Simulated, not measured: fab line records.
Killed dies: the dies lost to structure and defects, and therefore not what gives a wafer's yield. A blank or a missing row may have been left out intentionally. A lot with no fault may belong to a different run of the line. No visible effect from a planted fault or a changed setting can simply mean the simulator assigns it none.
Problem report, 8D (eight disciplines) form, completed by code | flow n5_finfet | the parts of the form that need people (team, actions taken, sign-off) are left out

## 1. THE ISSUE
Wafers without a fault read 185.0 W, standard deviation 0.55; bias_w at N5_BEOL_M3_TRENCH_ETCH_37 reads a mean of 197.0 W on 2 wafers belonging to 2 lots. That is +22 standard deviations from the usual mean.
The step: etches SiOC in C4F6/O2, target depth 55.555 nm, time 29.2 s.
The first sign was on wafer L412.6 at day 10 05:26, on rie_diel-06. At this step, 18 wafers from 6 lots have a number in the record. Rule for "out", or "out of limits": more than 4 standard deviations from the usual mean. The rest of the wafers with a number are treated as sound.

## 2. WHAT IT IS AND WHAT IT IS NOT
question                    | is                | is not
which readings at this step | bias_w, rf_vpp_V  | C4F6_flow_sccm, drypump_motor_current_A, oes_product_au, showerhead_plenum_p_Torr, throttle_valve_pct
which lots                  | L412, L413        | L403, L406, L417, L420
which wafers of those lots  | L412.6, L413.3    | L412.4, L412.5, L413.2, L413.6
read on which tools         | rie_diel-06       | rie_diel-01, rie_diel-02
when                        | from day 10 05:26 | up to then (8 sound wafers); but 8 sound wafers of L413, L417, L420 came after

## 3. THE SUSPECTS, EACH WITH WHAT RULES IT OUT
Counting: if a tool at a process step up to the reading ran every lot that is out, it stays a suspect. Sound lots after the first of them don't rule it out here, since some wafers of a struck lot are sound.
- rie_diel-06 at N5_BEOL_M3_ETCHBACK_99 (etches SiO2 in CHF3, target depth 5 nm, time 10.4 s): kept. Ran every lot that is out, first one L412 (day 10 05:13); last sound lot up to then L406 (day 8 23:31).
- rie_diel-06 at N5_BEOL_M3_STRIP_36 (strips in N2/H2): kept. Ran every lot that is out, first one L412 (day 10 05:25); last sound lot up to then L406 (day 8 23:42).
- rie_diel-06 at N5_BEOL_M3_TRENCH_ETCH_37 (etches SiOC in C4F6/O2, target depth 55.555 nm, time 29.2 s): kept. Ran every lot that is out, first one L412 (day 10 05:26); last sound lot up to then L406 (day 8 23:44). Its own readings are out on those wafers: bias_w, rf_vpp_V.
- In rie_diel-06 at N5_BEOL_M3_ETCHBACK_99, the wafers that are out were processed in chamber 3 and their sound lot-mates in chambers 0, 1, 2.
- In rie_diel-06 at N5_BEOL_M3_STRIP_36, the wafers that are out were processed in chamber 3 and their sound lot-mates in chambers 0, 1, 2.
- In rie_diel-06 at N5_BEOL_M3_TRENCH_ETCH_37, the wafers that are out were processed in chamber 3 and their sound lot-mates in chambers 0, 1, 2.
Left after counting: rie_diel-06 at N5_BEOL_M3_ETCHBACK_99, rie_diel-06 at N5_BEOL_M3_STRIP_36, rie_diel-06 at N5_BEOL_M3_TRENCH_ETCH_37.

## 4. THE CAUSE (what the simulator had put in)
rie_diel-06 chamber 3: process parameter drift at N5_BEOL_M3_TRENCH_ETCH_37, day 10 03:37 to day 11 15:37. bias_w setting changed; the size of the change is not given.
Of the 3 suspects that counting leaves, this tool is one.

## 5. SEQUENCE OF EFFECTS, ordered by route
Each row: a reading where the mean over the struck wafers with a number is more than 3 standard deviations away from the usual. Scope: only readings with a usual standard deviation given in the record; hours: median across lots of the time from each lot's start at the first step in this table that gives one to its start at this step; sigmas: change in usual standard deviations.
hours | step                      | reading  | usual   | on struck wafers | change | sigmas
0     | N5_BEOL_M3_TRENCH_ETCH_37 | bias_w   | 185.0 W | 197.0            | +12.0  | +22
0     | N5_BEOL_M3_TRENCH_ETCH_37 | rf_vpp_V | 663 V   | 696              | +33    | +5.4
Process steps it contains:
- N5_BEOL_M3_TRENCH_ETCH_37: etches SiOC in C4F6/O2, target depth 55.555 nm, time 29.2 s.
Later measuring or inspecting steps at which every struck wafer that the step has a row for has a number for every such reading, and none has moved that far: N5_BEOL_M4_RC_MEAS_101.

## 6. HOW IT WOULD HAVE BEEN CAUGHT EARLIER
The fault began at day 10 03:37; the first out-of-limits reading in this record came at day 10 05:26, 2 hours later.
